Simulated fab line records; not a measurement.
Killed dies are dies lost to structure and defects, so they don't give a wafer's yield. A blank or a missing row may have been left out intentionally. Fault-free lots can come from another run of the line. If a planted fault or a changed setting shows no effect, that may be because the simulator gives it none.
Chamber matching ; flow n5-finfet ; cvd-co-01 running N5_BEOL_M0_CO_CAP_123: 3 sister chambers
The step material Co, precursor CCTBA/H2, target thk 2 nm, time 102.1 s. 3 wafers are shown with their chamber, then 7 later ones without.

== WAFERS, EACH WITH ITS CHAMBER ==
wafer;chamber;heater-power-w (W)
L779.6;2;272
L781.2;0;242
L781.3;1;217

== WAFERS MISSING THEIR CHAMBER ==
wafer;heater-power-w (W)
L781.5;246
L783.1;244
L783.2;276
L783.6;270
L786.1;280
L786.2;221
L786.4;272

== EACH ONE'S CHAMBER ==
wafer;from the rows above;in truth
L781.5;0;0
L783.1;0;0
L783.2;2;2
L783.6;2;2
L786.1;2;2
L786.2;1;1
L786.4;2;2
Correctly placed: 7 of 7. From these rows, 0 cannot be placed. 0 placed wrongly.
How it was worked out, from the rows above alone: a wafer's distance from a chamber is the root of the sum, over the readings, of the square of ((its reading less the chamber's mean) divided by the reading's scatter). If the next closest chamber is less than 2 further off than the closest, the wafer can't be placed; otherwise it belongs to the closest. For every chamber, the mean is computed from those of its wafers that are shown. The scatter: root of mean squared gap, hidden wafer to nearest shown wafer, with one shown wafer a chamber.
